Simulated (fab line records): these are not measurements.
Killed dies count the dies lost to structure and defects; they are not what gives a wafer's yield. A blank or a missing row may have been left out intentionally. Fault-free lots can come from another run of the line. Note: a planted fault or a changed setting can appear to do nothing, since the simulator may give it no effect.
What tool caused it? | flow n5Finfet | 33 wafers from 11 lots sampled at 5 of the route's 1938 steps

== WHAT THE GAUGES SHOWED, per wafer ==
N5_BEOL_M4_RC_MEAS_101.
lot  | measured     | on        | DIBL_N (mV/V)  | DIBL_P (mV/V)  | IOFF_N (nA/um) | IOFF_P (nA/um) | ION_N (uA/um) | ION_P (uA/um) | SS_N (mV/dec)  | SS_P (mV/dec)  | VT_N (mV)   | VT_P (mV)
L891 | day 8 01:31  | prober-01 | 35.5 36.4 35.7 | 35.5 36.6 34.9 | 0.14 0.15 0.14 | 0.18 0.20 0.18 | 657 674 666   | 448 464 456   | 71.7 71.3 70.9 | 72.8 73.2 73.1 | 253 254 250 | -254 -251 -251
L895 | day 9 03:32  | prober-02 | 37.5 40.4 37.1 | 38.3 42.5 38.5 | 0.17 0.24 0.16 | 0.21 0.28 0.21 | 668 691 678   | 460 463 461   | 71.6 72.7 72.3 | 73.6 75.5 73.6 | 250 242 250 | -252 -248 -251
L896 | day 9 05:38  | prober-02 | 38.0 35.7 37.3 | 40.4 36.3 39.3 | 0.20 0.16 0.18 | 0.27 0.20 0.26 | 687 670 671   | 469 464 463   | 72.1 71.7 72.3 | 73.6 72.8 73.7 | 244 248 248 | -246 -251 -248
L898 | day 9 08:10  | prober-01 | 36.3 35.7 37.0 | 36.9 35.5 37.6 | 0.17 0.14 0.17 | 0.23 0.21 0.25 | 685 662 676   | 471 460 467   | 71.0 71.5 71.1 | 73.6 73.7 72.9 | 245 250 248 | -246 -250 -246
L905 | day 11 09:52 | prober-01 | 38.3 38.2 35.9 | 38.9 39.0 36.5 | 0.21 0.21 0.16 | 0.27 0.26 0.21 | 691 691 681   | 467 470 467   | 71.7 71.4 71.6 | 74.6 74.2 72.9 | 247 246 251 | -247 -248 -250
L907 | day 11 13:01 | prober-01 | 36.7 37.6 36.9 | 36.8 36.9 36.5 | 0.14 0.18 0.15 | 0.19 0.19 0.18 | 664 671 660   | 454 455 456   | 71.6 72.4 71.9 | 73.0 72.8 72.7 | 251 248 252 | -253 -251 -252
L908 | day 12 06:56 | prober-02 | 38.5 35.0 32.8 | 38.0 34.8 32.0 | 0.19 0.13 0.11 | 0.24 0.20 0.16 | 676 654 660   | 466 458 455   | 71.9 71.2 70.6 | 73.7 72.8 72.6 | 248 252 253 | -249 -252 -255
L909 | day 12 15:16 | prober-02 | 36.3 34.8 37.2 | 35.0 33.8 35.8 | 0.17 0.13 0.18 | 0.26 0.23 0.26 | 681 668 681   | 470 469 471   | 71.5 71.8 71.3 | 72.7 72.6 73.8 | 247 254 247 | -245 -245 -245
L910 | day 12 21:56 | prober-01 | 37.1 36.4 38.0 | 37.7 35.5 38.3 | 0.17 0.15 0.21 | 0.27 0.22 0.28 | 679 668 702   | 465 461 472   | 72.8 71.0 73.2 | 73.5 73.3 74.1 | 248 252 244 | -245 -245 -245
L911 | day 13 01:27 | prober-01 | 35.4 37.0 35.2 | 37.3 37.7 37.1 | 0.16 0.17 0.15 | 0.21 0.22 0.21 | 681 682 682   | 464 465 461   | 71.1 70.8 71.0 | 73.6 73.7 73.0 | 248 248 250 | -250 -249 -249
L914 | day 14 00:20 | prober-01 | 39.1 37.7 39.5 | 38.5 37.1 39.5 | 0.18 0.16 0.19 | 0.23 0.22 0.26 | 663 659 681   | 460 458 467   | 71.9 72.1 72.8 | 74.1 73.7 73.8 | 251 252 251 | -249 -248 -247

== WHICH TOOL RAN EACH LOT (tool, then ch and the chambers of the sampled wafers, then the start) ==
lot  | N5_BEOL_M2_ANNEAL_80        | N5_BEOL_M2_ANNEAL_91        | N5_BEOL_M2_ANNEAL_93        | N5_BEOL_M2_SPUTTER_96
L891 | pvdSputter-01, day 7 00:08  | pvdSputter-01, day 7 01:01  | pvdSputter-01, day 7 01:14  | pvdSputter-01, day 7 01:36
L895 | pvdSputter-02, day 7 21:58  | pvdSputter-02, day 7 22:50  | pvdSputter-02, day 7 23:04  | pvdSputter-02, day 7 23:25
L896 | pvdSputter-02, day 8 03:37  | pvdSputter-02, day 8 04:30  | pvdSputter-02, day 8 04:43  | pvdSputter-02, day 8 05:05
L898 | pvdSputter-02, day 8 10:36  | pvdSputter-02, day 8 11:29  | pvdSputter-02, day 8 11:42  | pvdSputter-02, day 8 12:04
L905 | pvdSputter-02, day 10 10:22 | pvdSputter-02, day 10 11:14 | pvdSputter-02, day 10 11:28 | pvdSputter-02, day 10 11:49
L907 | pvdSputter-01, day 10 16:32 | pvdSputter-01, day 10 17:25 | pvdSputter-01, day 10 17:38 | pvdSputter-01, day 10 17:59
L908 | pvdSputter-02, day 11 04:20 | pvdSputter-02, day 11 05:13 | pvdSputter-02, day 11 05:26 | pvdSputter-02, day 11 05:48
L909 | pvdSputter-01, day 11 12:32 | pvdSputter-01, day 11 13:25 | pvdSputter-01, day 11 13:38 | pvdSputter-01, day 11 13:59
L910 | pvdSputter-02, day 12 00:41 | pvdSputter-02, day 12 01:34 | pvdSputter-02, day 12 01:47 | pvdSputter-02, day 12 02:09
L911 | pvdSputter-03, day 12 03:52 | pvdSputter-03, day 12 04:44 | pvdSputter-03, day 12 04:58 | pvdSputter-03, day 12 05:19
L914 | pvdSputter-02, day 12 16:32 | pvdSputter-02, day 12 17:25 | pvdSputter-02, day 12 17:38 | pvdSputter-02, day 12 18:00
- N5_BEOL_M2_ANNEAL_80: time 240 s.
- N5_BEOL_M2_ANNEAL_91: time 240 s.
- N5_BEOL_M2_ANNEAL_93: time 240 s.
- N5_BEOL_M2_SPUTTER_96: material Cu, target thk 4.5 nm, time 8.29 s.

== AS READ BY THE TOOLS THEMSELVES (means over the sampled wafers that have a number; for cases with no such wafer, the mark the record gives instead) ==
N5_BEOL_M2_ANNEAL_80.
lot  | tool          | heaterPowerW (W) | susceptorTempC (C)
L891 | pvdSputter-01 | 807              | 400.06
L895 | pvdSputter-02 | 920              | 399.98
L896 | pvdSputter-02 | 921              | 399.96
L898 | pvdSputter-02 | 888              | 400.10
L905 | pvdSputter-02 | 877              | 400.00
L907 | pvdSputter-01 | 831              | 399.84
L908 | pvdSputter-02 | 996              | 399.92
L909 | pvdSputter-01 | 826              | 400.04
L910 | pvdSputter-02 | 880              | 399.98
L911 | pvdSputter-03 | 922              | 400.04
L914 | pvdSputter-02 | 884              | 399.93

N5_BEOL_M2_ANNEAL_91.
lot  | tool          | heaterPowerW (W) | susceptorTempC (C)
L891 | pvdSputter-01 | 798              | 399.96
L895 | pvdSputter-02 | 914              | 400.04
L896 | pvdSputter-02 | 909              | 400.09
L898 | pvdSputter-02 | 892              | 399.89
L905 | pvdSputter-02 | -                | -
L907 | pvdSputter-01 | -                | -
L908 | pvdSputter-02 | 1000             | 399.83
L909 | pvdSputter-01 | 826              | 399.95
L910 | pvdSputter-02 | 871              | 399.91
L911 | pvdSputter-03 | 931              | 400.06
L914 | pvdSputter-02 | 880              | 400.10

N5_BEOL_M2_ANNEAL_93.
lot  | tool          | heaterPowerW (W) | susceptorTempC (C)
L891 | pvdSputter-01 | 803              | 399.92
L895 | pvdSputter-02 | 927              | 399.89
L896 | pvdSputter-02 | 894              | 400.02
L898 | pvdSputter-02 | 898              | 399.92
L905 | pvdSputter-02 | 888              | 400.13
L907 | pvdSputter-01 | 836              | 400.34
L908 | pvdSputter-02 | 983              | 400.10
L909 | pvdSputter-01 | 829              | 399.98
L910 | pvdSputter-02 | 895              | 399.99
L911 | pvdSputter-03 | 928              | 399.96
L914 | pvdSputter-02 | 882              | 399.77

N5_BEOL_M2_SPUTTER_96.
lot  | tool          | throttleValvePct (%)
L891 | pvdSputter-01 | 29.2
L895 | pvdSputter-02 | 29.8
L896 | pvdSputter-02 | 29.5
L898 | pvdSputter-02 | 29.7
L905 | pvdSputter-02 | 29.6
L907 | pvdSputter-01 | 29.5
L908 | pvdSputter-02 | 30.0
L909 | pvdSputter-01 | 30.6
L910 | pvdSputter-02 | 29.5
L911 | pvdSputter-03 | 29.0
L914 | pvdSputter-02 | 29.4

== THE ANSWER, worked out from the rows above alone ==
Rule: the lots themselves supply what counts as usual. The widest of any qualifying gaps counts: lots, ordered by their means at a reading, are off when they make up no more than a third of the lots, leave a main group of 4 or more, and stand apart from it by 3 or more times the standard deviation of that group's means. The tables above print the reading to a certain number of digits; a main group whose means all agree to those digits is not used. Also off: a lot with no number at a reading for which 4 or more lots have one. Any other lot the step has rows for is counted as sound. First the gauges in route order, then the tools' own readings, where a lot's mean is used as printed above. At the first step where some lot is off, the reading lying furthest off is the one used; lots without a number count as furthest.
Off: L905, L907, at N5_BEOL_M2_ANNEAL_91 (heaterPowerW). Without a number there: L905, L907. For the main group the mean is 891 W and the standard deviation 56.
A tool fits if, at that step or a process step before it, it ran every lot that is off, and no sound lot after the first of them. None of those tried fits.

== WHAT THE SIMULATOR PUT IN ==
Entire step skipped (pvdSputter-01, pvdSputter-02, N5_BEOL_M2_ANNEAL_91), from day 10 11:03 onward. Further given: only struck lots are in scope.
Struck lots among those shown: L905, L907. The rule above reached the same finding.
